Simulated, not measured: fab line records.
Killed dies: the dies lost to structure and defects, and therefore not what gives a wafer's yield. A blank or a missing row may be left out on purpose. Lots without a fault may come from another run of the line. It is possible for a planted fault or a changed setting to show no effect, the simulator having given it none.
fab line records	flow nand-harc
[record] lots = 14	wafers = 42	last-day = 31
route steps=1302 shown P_M0@253 A_BONDPAD@1215 THIN_TSV@1265 END@1302
lots that met no fault: from a run of the same line without faults
start-h: the number of hours between the record's first day and the start of the first shown wafer of the lot	wait-h: hours elapsed since this lot's preceding step	" identical to the entry in the row above	L1.1+2: a row that stands for several wafers	- value missing, or start not given	* or withheld: withheld	< > ~ a bound
route shown NAME@n: names a module that has steps shown in the file, with the first one's number in the route	usual: the fault-free wafers' mean and standard deviation	same: alike in all rows	chamber/n: place in a boat	sites: per-site readings	_std_site: their standard deviation	_edge_site: the outer-site mean with the inner-site mean subtracted	radius-mm: for every site, how far away it sits from the centre of the wafer	mask NAME#n: copy n	behind: the most recent tool/chamber to have shaped the wafer	hold: why the lot was held/for how many hours/how that ended	device: the transistor (n, p or np) that didn't switch	end of line: tests run on the same wafers once the route is complete	a step without rows: its recipe alone	killed: not the wafer's yield, but the dies lost to structure and defects at the first sort	map: per-die view of a wafer (x killed, . not killed, _ where there is no die)
set.NAME: the setting as run; set.NAME@STEP: as run at that earlier step	model.NAME: the simulator's own value behind a step, which no gauge read
a sample of lots followed through the steps of the route, with each step as a table and each wafer as a row
services: when a tool's chamber went out of use (start-h, in hours from the record's first day, below 0 if earlier), for how many hours, and the reason
[[steps]]
[step NHARC_P_M0_DEP_00]
[recipe] target-thk-a = 1500	target-thk-nm = 150	temp-c = withheld	pressure-torr = 5	flow-sccm = 200	rf-w = 600	material = SiOC
[usual] showerhead-vpp-V = 1535/50
lot.wafer	tool	chamber	start-h	wait-h	showerhead-vpp-V
L459.1	pecvd-04	2	115.81	0.1	1558
L459.2	"	0	"	"	1492
L459.4	"	0	"	"	1514
L460.2	pecvd-04	2	131.52	0.1	1556
L460.6	"	1	"	"	1475
L460.5	"	0	"	"	1529
L462.2	pecvd-03	2	150.64	0.1	1478
L462.3	"	1	"	"	1579
L462.6	"	1	"	"	1592
L464.2	pecvd-01	2	169.36	0.1	1502
L464.5	"	2	"	"	1511
L464.6	"	0	"	"	1580
L465.1	pecvd-01	1	184.01	0.1	1570
L465.3	"	0	"	"	1591
L465.5	"	2	"	"	1514
L466.3	pecvd-03	2	198.41	0.1	1446
L466.6	"	1	"	"	1596
L466.4	"	2	"	"	1484
L467.1	pecvd-03	1	201.91	0.1	1621
L467.6	"	0	"	"	1492
L467.4	"	1	"	"	1607
L470.2	pecvd-01	0	231.06	0.1	1584
L470.1	"	2	"	"	1512
L470.3	"	0	"	"	1574
L469.3	pecvd-04	1	231.50	0.1	1472
L469.2	"	2	"	"	1553
L469.5	"	1	"	"	1464
L471.3	pecvd-01	0	241.95	0.2	1580
L471.6	"	0	"	"	1585
L471.5	"	2	"	"	1509
L473.6	pecvd-03	0	263.04	0.2	1508
L473.5	"	1	"	"	1597
L473.4	"	2	"	"	1460
L472.2	pecvd-01	2	264.03	0.1	1486
L472.1	"	0	"	"	1564
L472.6	"	2	"	"	1508
L475.1	pecvd-01	0	282.15	0.1	1553
L475.3	"	1	"	"	1537
L475.5	"	2	"	"	1528
L476.3	pecvd-01	2	293.27	0.2	1498
L476.6	"	1	"	"	1570
L476.4	"	2	"	"	1519
[step NHARC_A_BONDPAD_CD_MEAS_09]
[recipe] target-cd-nm = 500	landing-energy-ev = 500
[usual] cd-nm = 500.2/1.9
lot.wafer	tool	chamber	start-h	wait-h	cd-nm
L459.1	cd-sem-03	0	517.23	-	500.5
L459.2	"	0	"	"	496.3
L459.4	"	0	"	"	499.2
L460.2	cd-sem-03	0	536.98	-	495.0
L460.5	"	0	"	"	500.6
L460.6	"	0	"	"	498.9
L462.2	cd-sem-01	0	546.36	-	499.2
L462.3	"	0	"	"	498.1
L462.6	"	0	"	"	496.2
L464.2	cd-sem-03	0	579.14	-	503.1
L464.5	"	0	"	"	502.4
L464.6	"	0	"	"	501.8
L466.3	cd-sem-03	0	601.93	-	500.7
L466.4	"	0	"	"	501.9
L466.6	"	0	"	"	497.8
L467.1	cd-sem-02	0	605.58	-	501.3
L467.4	"	0	"	"	501.7
L467.6	"	0	"	"	499.9
L465.1	cd-sem-03	0	608.22	-	498.6
L465.3	"	0	"	"	500.8
L465.5	"	0	"	"	499.8
L470.1	cd-sem-02	0	631.33	-	502.2
L470.2	"	0	"	"	498.6
L470.3	"	0	"	"	496.0
L469.2	cd-sem-01	0	649.29	-	498.3
L469.3	"	0	"	"	498.2
L469.5	"	0	"	"	502.5
L471.3	cd-sem-03	0	659.26	-	501.1
L471.5	"	0	"	"	501.2
L471.6	"	0	"	"	498.5
L472.1	cd-sem-03	0	674.91	-	499.8
L472.2	"	0	"	"	501.6
L472.6	"	0	"	"	499.7
L475.1	cd-sem-03	0	678.08	-	501.7
L475.5	"	0	"	"	499.0
L473.4	cd-sem-01	0	683.29	-	498.8
L473.5	"	0	"	"	498.8
L473.6	"	0	"	"	501.9
L476.6	cd-sem-02	0	703.79	-	500.9
[step NHARC_A_BONDPAD_ANNEAL_28]
[recipe] temp-c = 225	time-s = 90
[usual] anneal-temp-c = 224.96/0.18	wafer_temp_C_max = 226.1/0.31
lot.wafer	tool	chamber	start-h	wait-h	anneal-temp-c	wafer_temp_C_max
L459.1	rtp-anneal-01	0	519.12	0.3	225.09	226.1
L459.2	"	0	"	"	225.02	226.7
L459.4	"	0	"	"	225.13	226.6
L460.2	rtp-anneal-02	0	539.38	-	224.96	225.8
L460.5	"	0	"	"	224.78	226.1
L460.6	"	0	"	"	224.77	226.1
L462.2	rtp-anneal-02	0	548.30	-	225.09	226.1
L462.3	"	0	"	"	224.51	226.2
L462.6	"	0	"	"	224.62	225.8
L464.2	rtp-anneal-01	0	581.07	-	224.76	225.9
L464.5	"	0	"	"	224.89	226.2
L464.6	"	0	"	"	224.99	226.3
L466.3	rtp-anneal-01	0	604.12	0.3	224.86	226.2
L466.4	"	0	"	"	224.97	226.4
L466.6	"	0	"	"	224.89	226.0
L467.1	rtp-anneal-01	0	607.58	-	224.75	226.2
L467.4	"	0	"	"	225.07	226.2
L467.6	"	0	"	"	224.75	226.3
L465.1	rtp-anneal-01	0	610.10	-	224.99	226.3
L465.3	"	0	"	"	224.94	227.0
L465.5	"	0	"	"	225.02	226.4
L470.1	rtp-anneal-02	0	633.22	0.3	224.61	226.1
L470.2	"	0	"	"	224.73	226.0
L470.3	"	0	"	"	224.77	225.9
L469.2	rtp-anneal-01	0	651.22	0.3	225.08	225.9
L469.3	"	0	"	"	225.13	226.4
L469.5	"	0	"	"	225.19	226.2
L471.3	rtp-anneal-02	0	661.26	-	225.05	225.8
L471.5	"	0	"	"	224.98	225.7
L471.6	"	0	"	"	224.93	226.1
L472.1	rtp-anneal-01	0	676.80	-	225.14	226.4
L472.2	"	0	"	"	225.20	226.2
L472.6	"	0	"	"	225.00	226.3
L475.1	rtp-anneal-02	0	679.97	-	225.20	225.4
L475.5	"	0	"	"	224.93	225.8
L473.4	rtp-anneal-01	0	685.32	0.4	224.96	226.6
L473.5	"	0	"	"	225.22	226.5
L473.6	"	0	"	"	225.40	226.3
L476.6	rtp-anneal-02	0	705.92	-	224.89	225.7
[step NHARC_THIN_TSV_STRIP_45]
[recipe] power-w = 1500	temp-c = 250	chemistry = O2
[usual] drypump-motor-current-A = 5.2/0.3	heater-power-w = 334/44
lot.wafer	tool	chamber	start-h	wait-h	drypump-motor-current-A	heater-power-w	rf-hours-counter-h
L459.2	plasma-asher-01	1	534.64	0.1	5.4	263	1
L459.1	"	0	"	"	5.6	357	1
L459.4	"	0	"	"	5.5	358	-
L460.2	plasma-asher-01	0	553.68	0.1	5.6	357	8
L460.6	"	0	"	"	5.5	358	-
L460.5	"	1	"	"	5.5	265	-
L462.2	plasma-asher-02	0	559.57	0.1	5.2	357	25
L462.3	"	0	"	"	5.2	348	-
L462.6	"	1	"	"	4.8	372	-
L464.2	plasma-asher-01	1	594.95	0.1	5.5	263	14
L464.6	"	1	"	"	5.4	260	-
L464.5	"	0	"	"	5.5	359	-
L467.1	plasma-asher-01	1	619.28	0.1	5.4	262	20
L467.4	"	0	"	"	5.6	359	-
L467.6	"	0	"	"	5.5	357	-
L466.3	plasma-asher-01	0	620.71	0.2	5.6	355	-
L466.4	"	1	"	"	5.4	265	-
L466.6	"	1	"	"	5.4	266	-
L465.1	plasma-asher-02	1	625.60	0.1	4.7	375	3
L465.3	"	1	"	"	4.8	374	-
L465.5	"	1	"	"	4.7	389	-
L470.1	plasma-asher-02	1	649.99	0.1	4.8	379	9
L470.2	"	0	"	"	5.2	331	9
L470.3	"	1	"	"	4.8	385	-
L469.2	plasma-asher-01	0	665.28	0.1	5.6	356	29
L469.3	"	0	"	"	5.6	363	-
L469.5	"	0	"	"	5.6	357	-
L471.3	plasma-asher-01	1	675.93	0.2	5.5	268	-
L471.5	"	0	"	"	5.6	350	-
L471.6	"	1	"	"	5.5	268	-
L475.1	plasma-asher-02	0	692.25	0.1	5.2	337	16
L475.5	"	0	"	"	5.2	326	-
L472.2	plasma-asher-02	0	693.62	0.3	5.2	321	17
L472.1	"	1	"	"	4.8	373	17
L472.6	"	1	"	"	4.8	374	-
L473.4	plasma-asher-02	1	700.94	0.8	4.8	386	-
L473.6	"	1	"	"	4.8	368	-
L473.5	"	0	"	"	5.2	321	-
L476.6	plasma-asher-02	1	719.94	0.3	4.8	382	-
[step NHARC_END_SORT_01]
[recipe] temp-c = 25
[usual] defect-limited-yield = 91.1/2.9	killed-at-array = 55/20	killed-at-other = 1.1/1.2	killed-at-periphery = 3.8/2.8	killed-dies = 60/19	killed-open = 3.4/1.9	killed-short = 2.2/1.5
[same] gross-dies = 677
lot.wafer	tool	chamber	start-h	wait-h	defect-limited-yield[%]	killed-at-array	killed-at-other	killed-at-periphery	killed-dies	killed-open	killed-short
L475.1	prober-01	0	705.25	2.5	90.1	63	1	3	67	7	6
L475.3	prober-01	0	706.84	3.1	0	50	0	627	677	3	2
L475.5	prober-01	0	708.44	3.7	89.5	65	1	5	71	6	5
L476.3	prober-01	0	737.10	3.1	0	59	2	616	677	3	6
L476.4	prober-01	0	737.90	3.4	0	45	2	630	677	1	4
L476.6	prober-01	0	739.51	4.0	92.5	42	3	6	51	3	1
// killed by level:class
L475.1 A_SLIT:chamber-film-flake=28 A_CHANNEL_HOLE_D2:chamber-film-flake=13 A_CHANNEL_HOLE_D1:chamber-film-flake=7 A_CONTACT:chamber-film-flake=3 A_CHANNEL_FILL_D1:geometric-particle:short=2 A_CHANNEL_FILL_D2:geometric-particle:short=2 P_GATE:chamber-film-flake=2 P_GATE:geometric-particle:open=1
L475.3 P_M0:area-dep=623 A_SLIT:chamber-film-flake=23 A_CHANNEL_HOLE_D2:chamber-film-flake=14 A_CONTACT:chamber-film-flake=4 A_DECK1_JOINT:chamber-film-flake=3 P_GATE:chamber-film-flake=2 P_CONTACT:geometric-particle:short=1 P_CONTACT:geometric-particle:open=1
L475.5 A_SLIT:chamber-film-flake=24 A_CHANNEL_HOLE_D2:chamber-film-flake=18 A_CHANNEL_HOLE_D1:chamber-film-flake=7 A_CONTACT:chamber-film-flake=4 A_CHANNEL_HOLE_D2:geometric-particle:open=2 A_WL_FILL:geometric-particle:short=2 P_GATE:chamber-film-flake=2 A_STAIRCASE:chamber-film-flake=2
L476.3 P_M0:area-dep=606 A_CHANNEL_HOLE_D1:chamber-film-flake=36 A_SLIT:chamber-film-flake=8 A_CONTACT:chamber-film-flake=5 P_ZERO_WELL:chamber-film-flake=2 P_STI:chamber-film-flake=2 P_CONTACT:chamber-film-flake=2 A_WL_FILL:chamber-film-flake=2
L476.4 P_M0:area-dep=621 A_CHANNEL_HOLE_D1:chamber-film-flake=27 A_SLIT:chamber-film-flake=7 P_ZERO_WELL:chamber-film-flake=4 A_CONTACT:chamber-film-flake=4 P_GATE:chamber-film-flake=3 A_WL_FILL:geometric-particle:short=2 THIN_TSV:chamber-film-flake=2
L476.6 A_CHANNEL_HOLE_D1:chamber-film-flake=30 A_SLIT:chamber-film-flake=7 P_GATE:chamber-film-flake=2 P_BONDPAD:chamber-film-flake=2 A_WL_FILL:chamber-film-flake=2 THIN_TSV:chamber-film-flake=2 P_M0:geometric-particle:open=1 A_ONON_D1:geometric-particle:open=1
[[services]]
tool	chamber	start-h	hours	kind
pecvd-01	1	126.30	6.8	repair
pecvd-01	-	130.00	13.0	pm
pecvd-01	-	153.76	1.5	repair
pecvd-01	-	162.05	0.3	repair
plasma-asher-01	-	166.56	9.0	pm
pecvd-01	1	227.25	32.9	repair
pecvd-01	0	242.97	6.8	repair
plasma-asher-02	-	249.25	9.0	pm
pecvd-01	0	285.23	3.5	repair
pecvd-01	-	311.00	13.0	pm
plasma-asher-01	-	343.56	9.0	pm
rtp-anneal-01	-	372.00	12.0	pm
pecvd-01	1	410.49	4.5	repair
plasma-asher-02	-	426.43	9.0	pm
pecvd-01	1	438.37	7.3	repair
plasma-asher-02	-	440.62	3.0	repair
pecvd-01	-	486.80	0.7	repair
pecvd-01	-	492.00	13.0	pm
plasma-asher-01	-	520.56	9.0	pm
plasma-asher-02	-	524.66	5.6	repair
plasma-asher-02	-	541.46	3.6	repair
plasma-asher-01	-	672.67	0.4	repair
pecvd-01	-	673.00	13.0	pm
plasma-asher-01	-	697.65	9.0	pm
[[key]]
[first-sign] step = NHARC_END_SORT_01	reading = killed-at-periphery	direction = up	sigmas = 99+	usual = 3.8	struck = 624.3
[effect] step = NHARC_END_SORT_01	reading = defect-limited-yield	direction = down	sigmas = 32	usual = 91.1	struck = 0
[more-kills-born-at] NHARC_P_M0_DEP_00@pecvd-01 = 1850
met-at NHARC_P_M0_DEP_00
struck-lots L475,L476
struck-wafers L475.3,L476.3,L476.4
later-rows-left-out L475.3,L476.3,L476.4
not-acting-at NHARC_A_BONDPAD_CD_MEAS_09,NHARC_A_BONDPAD_ANNEAL_28,NHARC_THIN_TSV_STRIP_45
onset-between 264.03 282.15
[fault] kind = process-parameter-drift	tool = pecvd-01	chamber = -	onset-h = 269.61	steps = NHARC_P_M0_DEP_00	channel = target-thk-nm	offset = 42.763	shape = step	end-h = 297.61	scope = struck-wafers-only	acts-in = these-recipes-only	stated = 150
// later-rows-left-out: the simulator's readings of these wafers behind a module that went badly wrong aren't trusted and aren't shown, but for the sort
